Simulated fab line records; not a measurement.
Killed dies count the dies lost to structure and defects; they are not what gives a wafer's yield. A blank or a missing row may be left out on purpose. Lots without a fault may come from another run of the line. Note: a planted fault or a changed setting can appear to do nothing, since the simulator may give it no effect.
The tool behind it: which one? -- flow nand-harc -- route of 1302 steps, sampled at 1 step: 12 lots, 36 wafers

## WHAT THE GAUGES READ, wafer by wafer
NHARC_A_CONTACT_CD_MEAS_08: the cd target is 200 nm.
lot,measured,on,cd-nm (nm)
L076,day 22 17:03,cd-sem-02,198.6 199.8 199.5
L077,day 22 19:28,cd-sem-03,200.3 200.7 200.7
L078,day 23 18:42,cd-sem-01,200.4 200.2 200.3
L082,day 25 08:26,cd-sem-01,200.6 201.6 200.6
L083,day 25 19:04,cd-sem-01,201.1 200.6 199.6
L084,day 26 16:13,cd-sem-03,199.6 200.5 199.0
L089,day 27 18:12,cd-sem-01,201.2 201.4 201.2
L087,day 28 01:45,cd-sem-02,200.1 199.8 200.4
L090,day 28 10:35,cd-sem-01,200.4 200.1 199.8
L092,day 29 22:34,cd-sem-01,200.8 200.9 201.5
L094,day 30 18:29,cd-sem-03,201.4 200.4 200.2
L097,day 31 22:17,cd-sem-03,200.4 199.5 200.5

## WHICH TOOL RAN EACH LOT (tool, then ch and the chambers of the sampled wafers, then the start)
No process step before these readings appears in the record.

## THE ANSWER, worked out from the rows above alone
Rule: the usual values come from the lots themselves. Put in order of their means at a reading, lots are off if they are a third of the lots or fewer, leave a main group of 4 or more, and stand apart from it by a gap of 3 or more times the standard deviation of the main group's means; of several such gaps the widest counts. If all means in a main group match to the digits the tables above print for the reading, that group is not used. A lot without any number at a reading at which 4 lots or more have one is off too. Any other lot the step has rows for is counted as sound.
Across all readings shown, no lot is off: no conclusion can be drawn from this.

## WHAT WAS PUT IN BY THE SIMULATOR
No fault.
